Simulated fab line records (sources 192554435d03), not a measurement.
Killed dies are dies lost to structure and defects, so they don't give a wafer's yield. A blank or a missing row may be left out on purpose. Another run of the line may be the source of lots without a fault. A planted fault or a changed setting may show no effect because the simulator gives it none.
Split-lot experiment + flow n5_finfet + 33 wafers read across 7 lots, on a route 1938 steps long

== SPLIT DETAILS ==
At N5_BEOL_M15_TRENCH_ETCH_34 (etches SiO2 in C4F8/O2/Ar, target depth 872.93 nm, time 199 s), the setting target_depth_a was moved away from the recipe's 8729.3 angstrom on 15 of the 33 wafers read, by -47.3% to +41.1%. All remaining wafers had this setting at the recipe value.

== FROM THE SPLIT TO THE READING: what the file shows between them, 7 steps ==
- N5_BEOL_M15_STRIP_36: strips in O2
- N5_BEOL_M15_ECD_47: material Cu, target thk 1860 nm
- N5_BEOL_M15_ANNEAL_48: time 90 s
- N5_BEOL_M15_CMP_49: polishes, stops on SiO2, t overpolish 4.9 s, target thk 850 nm
- N5_BEOL_M15_THK_MEAS_50: measures by xrf
- N5_BEOL_M15_PRE_CLEAN_52: time 15 s
- N5_BEOL_M15_DEP_53: deposits SiCN from 3MS/NH3, target thk 50 nm, time 17.8 s

== THE READING ==
M15_RS in ohm/sq, measured at N5_BEOL_M15_RS_MEAS_54 by four-point-probe. A value of 0.02158 ohm/sq with a standard deviation of 0.00028 ohm/sq is what fault-free wafers of this fab line usually give.

| wafer  | tool, chamber at the split | target_depth_a as run, angstrom | against the recipe | M15_RS, ohm/sq | against lot-mates on the recipe |
|--------|----------------------------|---------------------------------|--------------------|----------------|---------------------------------|
| L075.3 | rie_diel-06, 0             | 8729.3                          | recipe             | 0.02137        | -                               |
| L075.5 | rie_diel-06, 3             | 8729.3                          | recipe             | 0.02111        | -                               |
| L075.6 | rie_diel-06, 1             | 12290                           | +40.8%             | 0.01491        | -0.00633                        |
| L079.1 | rie_diel-01, 0             | 4602                            | -47.3%             | 0.043          | +0.02118                        |
| L079.2 | rie_diel-01, 2             | 8729.3                          | recipe             | 0.02183        | -                               |
| L079.3 | rie_diel-01, 3             | 8729.3                          | recipe             | 0.02161        | -                               |
| L079.4 | rie_diel-01, 0             | 4602                            | -47.3%             | 0.04277        | +0.02095                        |
| L079.5 | rie_diel-01, 3             | 4602                            | -47.3%             | 0.04315        | +0.02133                        |
| L079.6 | rie_diel-01, 2             | 8729.3                          | recipe             | 0.02202        | -                               |
| L084.1 | rie_diel-05, 3             | 8729.3                          | recipe             | 0.02203        | -                               |
| L084.2 | rie_diel-05, 1             | 8729.3                          | recipe             | 0.02185        | -                               |
| L084.3 | rie_diel-05, 0             | 4673                            | -46.5%             | 0.04271        | +0.02088                        |
| L084.4 | rie_diel-05, 2             | 8729.3                          | recipe             | 0.0216         | -                               |
| L084.5 | rie_diel-05, 3             | 4673                            | -46.5%             | 0.04266        | +0.02083                        |
| L084.6 | rie_diel-05, 0             | 4673                            | -46.5%             | 0.04247        | +0.02064                        |
| L085.2 | rie_diel-06, 0             | 8729.3                          | recipe             | 0.02153        | -                               |
| L085.4 | rie_diel-06, 2             | 8729.3                          | recipe             | 0.02111        | -                               |
| L085.6 | rie_diel-06, 0             | 8729.3                          | recipe             | 0.02139        | -                               |
| L092.1 | rie_diel-01, 1             | 10520                           | +20.5%             | 0.01743        | -0.00411                        |
| L092.2 | rie_diel-01, 0             | 8729.3                          | recipe             | 0.022          | -                               |
| L092.3 | rie_diel-01, 3             | 8729.3                          | recipe             | 0.02089        | -                               |
| L092.4 | rie_diel-01, 2             | 10520                           | +20.5%             | 0.01793        | -0.00361                        |
| L092.5 | rie_diel-01, 3             | 10520                           | +20.5%             | 0.017          | -0.00454                        |
| L092.6 | rie_diel-01, 0             | 8729.3                          | recipe             | 0.02174        | -                               |
| L096.1 | rie_diel-06, 1             | 12320                           | +41.1%             | 0.01514        | -0.00638                        |
| L096.2 | rie_diel-06, 3             | 12320                           | +41.1%             | 0.01506        | -0.00646                        |
| L096.3 | rie_diel-06, 2             | 12320                           | +41.1%             | 0.01492        | -0.00660                        |
| L096.4 | rie_diel-06, 0             | 8729.3                          | recipe             | 0.02143        | -                               |
| L096.5 | rie_diel-06, 0             | 8729.3                          | recipe             | 0.02179        | -                               |
| L096.6 | rie_diel-06, 3             | 8729.3                          | recipe             | 0.02134        | -                               |
| L097.1 | rie_diel-06, 1             | 8729.3                          | recipe             | 0.02141        | -                               |
| L097.2 | rie_diel-06, 0             | 5567                            | -36.2%             | 0.03462        | +0.01321                        |
| L097.5 | rie_diel-06, 3             | 5567                            | -36.2%             | 0.03406        | +0.01265                        |

FIT RESULTS
A straight line over all 33 wafers: M15_RS changes by -0.000334 ohm/sq for each +1% of target_depth_a; r = -0.95; the points scatter about the line by 0.0029 ohm/sq.
The same after taking each lot's own level away (the mean of its wafers on the recipe; 33 wafers): -0.00033 ohm/sq for each +1%; r = -0.95; scatter 0.0029 ohm/sq.
Per that fit: largest target_depth_a move, reading shift of 0.016 ohm/sq.
Measured against the standard deviation above, the lots' own levels, which go from 0.021240 to 0.021827 ohm/sq, span 2.1 times it.
The two slopes agree, so the slope changes little with the lot-to-lot level.
Check: with one of the wafers moved furthest among these (-47.3%) left out of the fit, the line predicts +0.0174 ohm/sq for it against its lot-mates. It came out at +0.0212 ohm/sq against them.

== THE OTHER SPLITS THESE WAFERS WENT THROUGH ==
These wafers also went through other splits before the reading. Each is held against what the fit with the lots' levels taken away leaves over:
| other split on the same wafers        | wafers away from the commonest value | r with M15_RS (lot level and that fit taken away) |
|---------------------------------------|--------------------------------------|---------------------------------------------------|
| N5_BEOL_M8_ILD_DEP_00 time_s          | 14                                   | +0.05                                             |
| N5_BEOL_M10_DEVELOP_27 develop_time_s | 13                                   | -0.34                                             |
| N5_BEOL_M12_SPUTTER_43 time_s         | 11                                   | +0.11                                             |

== THE WHOLE CHAIN: every reading that the file lists as answering this split, in the file's order ==
| step                       | what it does                                                   | reading                                                                          | change (the file's fit)               | r (the file's) |
|----------------------------|----------------------------------------------------------------|----------------------------------------------------------------------------------|---------------------------------------|----------------|
| N5_BEOL_M15_TRENCH_ETCH_34 | etches SiO2 in C4F8/O2/Ar, target depth 872.93 nm, time 199 s  | etch.depth_nm (the simulator's own value, which no gauge read)                   | +8.75 nm for each +1% of the setting  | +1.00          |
| N5_BEOL_M15_TRENCH_ETCH_34 | etches SiO2 in C4F8/O2/Ar, target depth 872.93 nm, time 199 s  | coat_of_BEOL_M15_COAT_22.thk_nm (the simulator's own value, which no gauge read) | -1.74 nm for each +1% of the setting  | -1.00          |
| N5_BEOL_M15_CMP_49         | polishes, stops on SiO2, t overpolish 4.9 s, target thk 850 nm | Cu_of_BEOL_M15_ECD_47.thk_nm (the simulator's own value, which no gauge read)    | +8.75 nm for each +1% of the setting  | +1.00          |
| N5_BEOL_M15_THK_MEAS_50    | measures by xrf                                                | M15_THK                                                                          | +8.8 for each +1% of the setting      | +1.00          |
| N5_BEOL_M15_RS_MEAS_54     | measures by four-point-probe                                   | M15_RS                                                                           | -0.000337 for each +1% of the setting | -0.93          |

== THE FILE'S OWN FIT ==
M15_RS changes by -0.000337 ohm/sq for each +1% of target_depth_a, r = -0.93.
